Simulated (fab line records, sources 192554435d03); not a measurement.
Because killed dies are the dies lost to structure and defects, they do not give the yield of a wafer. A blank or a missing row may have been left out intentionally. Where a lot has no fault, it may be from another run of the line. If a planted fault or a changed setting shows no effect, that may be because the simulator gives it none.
Lot-split experiment / flow n5-finfet / route with 1938 steps; 7 lots, 21 wafers read

## SPLIT DETAILS
At N5_DUMMY_GATE_COAT_09 (resist thk 30 nm), the setting spin-rpm was moved away from the recipe's 1500 rpm on 5 of the 21 wafers read, by -10.3% to +9.1%. The other wafers ran this setting at the recipe's value.

## FROM THE SPLIT TO THE READING: what the file shows between them, 4 steps
- N5_DUMMY_GATE_EBR_11
- N5_DUMMY_GATE_SOFTBAKE_10: time 60 s
- N5_DUMMY_GATE_EXPOSE_12: exposes mask GATE, target cd 25 nm
- N5_DUMMY_GATE_PEB_13: peb time 60 s

## THE READING
CAR-EUV_of_DUMMY_GATE_COAT_09.thk-nm (the simulator's own value, which no gauge read), in nm, at N5_DUMMY_GATE_DEVELOP_14 (develop time 30 s). No usual value for it is given in the file. Across the 16 wafers here that went through the recipe, the average is 29.4 nm and the standard deviation 0.11 nm.

wafer=L076.2; tool, chamber at the split=litho-track-04, 0; spin-rpm as run, rpm=1562; against the recipe=+4.1%; CAR-EUV_of_DUMMY_GATE_COAT_09.thk-nm, nm=29; against lot-mates on the recipe=-0.8
wafer=L076.5; tool, chamber at the split=litho-track-04, 0; spin-rpm as run, rpm=1562; against the recipe=+4.1%; CAR-EUV_of_DUMMY_GATE_COAT_09.thk-nm, nm=29; against lot-mates on the recipe=-0.8
wafer=L076.6; tool, chamber at the split=litho-track-04, 0; spin-rpm as run, rpm=1500; against the recipe=recipe; CAR-EUV_of_DUMMY_GATE_COAT_09.thk-nm, nm=29.8; against lot-mates on the recipe=-
wafer=L077.1; tool, chamber at the split=litho-track-03, 0; spin-rpm as run, rpm=1636; against the recipe=+9.1%; CAR-EUV_of_DUMMY_GATE_COAT_09.thk-nm, nm=28.2; against lot-mates on the recipe=-1.4
wafer=L077.3; tool, chamber at the split=litho-track-03, 0; spin-rpm as run, rpm=1636; against the recipe=+9.1%; CAR-EUV_of_DUMMY_GATE_COAT_09.thk-nm, nm=28.2; against lot-mates on the recipe=-1.4
wafer=L077.5; tool, chamber at the split=litho-track-03, 0; spin-rpm as run, rpm=1500; against the recipe=recipe; CAR-EUV_of_DUMMY_GATE_COAT_09.thk-nm, nm=29.6; against lot-mates on the recipe=-
wafer=L083.3; tool, chamber at the split=litho-track-04, 0; spin-rpm as run, rpm=1500; against the recipe=recipe; CAR-EUV_of_DUMMY_GATE_COAT_09.thk-nm, nm=29.4; against lot-mates on the recipe=-
wafer=L083.5; tool, chamber at the split=litho-track-04, 0; spin-rpm as run, rpm=1500; against the recipe=recipe; CAR-EUV_of_DUMMY_GATE_COAT_09.thk-nm, nm=29.4; against lot-mates on the recipe=-
wafer=L083.6; tool, chamber at the split=litho-track-04, 0; spin-rpm as run, rpm=1500; against the recipe=recipe; CAR-EUV_of_DUMMY_GATE_COAT_09.thk-nm, nm=29.4; against lot-mates on the recipe=-
wafer=L084.2; tool, chamber at the split=litho-track-03, 0; spin-rpm as run, rpm=1500; against the recipe=recipe; CAR-EUV_of_DUMMY_GATE_COAT_09.thk-nm, nm=29.4; against lot-mates on the recipe=-
wafer=L084.5; tool, chamber at the split=litho-track-03, 0; spin-rpm as run, rpm=1500; against the recipe=recipe; CAR-EUV_of_DUMMY_GATE_COAT_09.thk-nm, nm=29.4; against lot-mates on the recipe=-
wafer=L084.6; tool, chamber at the split=litho-track-03, 0; spin-rpm as run, rpm=1500; against the recipe=recipe; CAR-EUV_of_DUMMY_GATE_COAT_09.thk-nm, nm=29.4; against lot-mates on the recipe=-
wafer=L088.4; tool, chamber at the split=litho-track-03, 0; spin-rpm as run, rpm=1346; against the recipe=-10.3%; CAR-EUV_of_DUMMY_GATE_COAT_09.thk-nm, nm=31.2; against lot-mates on the recipe=+1.8
wafer=L088.5; tool, chamber at the split=litho-track-03, 0; spin-rpm as run, rpm=1500; against the recipe=recipe; CAR-EUV_of_DUMMY_GATE_COAT_09.thk-nm, nm=29.4; against lot-mates on the recipe=-
wafer=L088.6; tool, chamber at the split=litho-track-03, 0; spin-rpm as run, rpm=1500; against the recipe=recipe; CAR-EUV_of_DUMMY_GATE_COAT_09.thk-nm, nm=29.4; against lot-mates on the recipe=-
wafer=L095.2; tool, chamber at the split=litho-track-03, 0; spin-rpm as run, rpm=1500; against the recipe=recipe; CAR-EUV_of_DUMMY_GATE_COAT_09.thk-nm, nm=29.6; against lot-mates on the recipe=-
wafer=L095.5; tool, chamber at the split=litho-track-03, 0; spin-rpm as run, rpm=1500; against the recipe=recipe; CAR-EUV_of_DUMMY_GATE_COAT_09.thk-nm, nm=29.4; against lot-mates on the recipe=-
wafer=L095.6; tool, chamber at the split=litho-track-03, 0; spin-rpm as run, rpm=1500; against the recipe=recipe; CAR-EUV_of_DUMMY_GATE_COAT_09.thk-nm, nm=29.4; against lot-mates on the recipe=-
wafer=L097.3; tool, chamber at the split=litho-track-05, 0; spin-rpm as run, rpm=1500; against the recipe=recipe; CAR-EUV_of_DUMMY_GATE_COAT_09.thk-nm, nm=29.4; against lot-mates on the recipe=-
wafer=L097.4; tool, chamber at the split=litho-track-05, 0; spin-rpm as run, rpm=1500; against the recipe=recipe; CAR-EUV_of_DUMMY_GATE_COAT_09.thk-nm, nm=29.4; against lot-mates on the recipe=-
wafer=L097.5; tool, chamber at the split=litho-track-05, 0; spin-rpm as run, rpm=1500; against the recipe=recipe; CAR-EUV_of_DUMMY_GATE_COAT_09.thk-nm, nm=29.4; against lot-mates on the recipe=-

THE FIT
A straight line over all 21 wafers: CAR-EUV_of_DUMMY_GATE_COAT_09.thk-nm changes by -0.148 nm for each +1% of spin-rpm; r = -0.98; the points scatter about the line by 0.12 nm.
The same after taking each lot's own level away (the mean of its wafers on the recipe; 21 wafers): -0.166 nm for each +1%; r = -0.99; scatter 0.066 nm.
According to that fit, moving spin-rpm by its largest amount changes the reading by 1.7 nm.
Across the lots, their own levels run from 29.40 to 29.80 nm, a range of 3.6 times the standard deviation given above.
So the slope is not independent of the lot-to-lot level: the two fits are not the same.
Check: for one of the wafers moved furthest among these (-10.3%), held out of the fit, the line's prediction against its lot-mates is +1.63 nm. It came out at +1.8 nm against them.

## THESE WAFERS: OTHER SPLITS
Other splits were also applied to these wafers ahead of the reading. Each is held against what the fit with the lots' levels taken away leaves over:
other split on the same wafers=N5_PMOS_HMC_CHANNEL_EPI_PEB_07 peb-temp-c; wafers away from the commonest value=4; r with CAR-EUV_of_DUMMY_GATE_COAT_09.thk-nm (lot level and that fit taken away)=-0.19
other split on the same wafers=N5_FIN_SAQP_SPACER2_ALD_28 temp-c; wafers away from the commonest value=5; r with CAR-EUV_of_DUMMY_GATE_COAT_09.thk-nm (lot level and that fit taken away)=+0.06
other split on the same wafers=N5_FIN_CUT_CUT_ETCH_15 time-s; wafers away from the commonest value=6; r with CAR-EUV_of_DUMMY_GATE_COAT_09.thk-nm (lot level and that fit taken away)=-0.06

## THE WHOLE CHAIN: every reading that the file lists as answering this split, in the file's order
step=N5_DUMMY_GATE_COAT_09; what it does=resist thk 30 nm; reading=CAR-EUV_of_DUMMY_GATE_COAT_09.thk-nm (the simulator's own value, which no gauge read); change (the file's fit)=-0.15 nm for each +1% of the setting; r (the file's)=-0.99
step=N5_DUMMY_GATE_DEVELOP_14; what it does=develop time 30 s; reading=CAR-EUV_of_DUMMY_GATE_COAT_09.thk-nm (the simulator's own value, which no gauge read); change (the file's fit)=-0.168 nm for each +1% of the setting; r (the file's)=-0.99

## THE FILE'S OWN FIT
CAR-EUV_of_DUMMY_GATE_COAT_09.thk-nm changes by -0.168 nm for each +1% of spin-rpm, r = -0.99.
